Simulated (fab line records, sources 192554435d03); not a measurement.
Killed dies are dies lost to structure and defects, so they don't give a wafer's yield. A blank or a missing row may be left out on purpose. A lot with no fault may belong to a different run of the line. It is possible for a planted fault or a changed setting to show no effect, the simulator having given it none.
The tool behind it: which one? + flow n5 finfet + 28 wafers from 10 lots sampled at 3 of the route's 1938 steps

== WHAT EACH GAUGE READ, for each wafer ==
N5_BEOL_M1_RS_MEAS_58: uses a four-point probe to measure.
| lot  | measured     | on            | M1_RS (ohm/sq) |
|------|--------------|---------------|----------------|
| L614 | day 6 13:44  | film metro-02 | 0.69 0.64 0.70 |
| L616 | day 7 07:04  | film metro-01 | 0.66 0.68 0.71 |
| L619 | day 7 19:55  | film metro-02 | 0.73 0.68 0.69 |
| L617 | day 7 20:05  | film metro-01 | 0.66 0.64 0.65 |
| L621 | day 8 08:59  | film metro-02 | 0.66 0.59 0.61 |
| L622 | day 8 13:31  | film metro-01 | 0.70 0.66 0.71 |
| L625 | day 9 04:49  | film metro-01 | 0.68 0.66 0.67 |
| L631 | day 11 03:45 | film metro-02 | 0.64 0.67 0.65 |
| L634 | day 11 18:08 | film metro-01 | 0.68 0.66      |
| L636 | day 12 06:01 | film metro-02 | 0.68 0.65      |

== WHICH TOOL RAN EACH LOT (tool, then ch and the chambers of the sampled wafers, then the start) ==
| lot  | N5_BEOL_M1_ANNEAL_89         | N5_BEOL_M1_CO_CAP_55           |
|------|------------------------------|--------------------------------|
| L614 | pvd sputter-03, day 6 11:29  | cvd co-01 ch 1,2, day 6 13:34  |
| L616 | pvd sputter-03, day 7 05:13  | cvd co-02 ch 0,2, day 7 06:53  |
| L619 | pvd sputter-03, day 7 18:04  | cvd co-01 ch 1,2, day 7 19:43  |
| L617 | pvd sputter-01, day 7 18:14  | cvd co-02 ch 1,2, day 7 19:53  |
| L621 | pvd sputter-01, day 8 06:40  | cvd co-02 ch 0,2, day 8 08:47  |
| L622 | pvd sputter-01, day 8 11:41  | cvd co-02 ch 1,2, day 8 13:20  |
| L625 | pvd sputter-02, day 9 02:58  | cvd co-01 ch 1,2, day 9 04:38  |
| L631 | pvd sputter-01, day 11 01:10 | cvd co-01 ch 0,1, day 11 03:32 |
| L634 | pvd sputter-01, day 11 16:12 | cvd co-01 ch 2, day 11 17:57   |
| L636 | pvd sputter-03, day 12 04:07 | cvd co-01 ch 0, day 12 05:50   |
- N5_BEOL_M1_ANNEAL_89: time 240 s.
- N5_BEOL_M1_CO_CAP_55: material Co, precursor CCTBA/H2, target thk 2 nm, time 102.1 s.

== THE ANSWER, worked out from the rows above alone ==
Rule: what is usual is taken from the lots themselves. Put in order of their means at a reading, lots are off if they are a third of the lots or fewer, leave a main group of 4 or more, and stand apart from it by a gap of 3 or more times the standard deviation of the main group's means; of several such gaps the widest counts. A main group is skipped when, at the precision printed for the reading in the tables above, its means are all equal. Also off: a lot with no number at a reading for which 4 or more lots have one. Where the step has rows for the other lots, those lots are counted as sound.
None of the lots is off at any reading shown; this tells nothing.

== WHAT THE SIMULATOR HAD INSERTED ==
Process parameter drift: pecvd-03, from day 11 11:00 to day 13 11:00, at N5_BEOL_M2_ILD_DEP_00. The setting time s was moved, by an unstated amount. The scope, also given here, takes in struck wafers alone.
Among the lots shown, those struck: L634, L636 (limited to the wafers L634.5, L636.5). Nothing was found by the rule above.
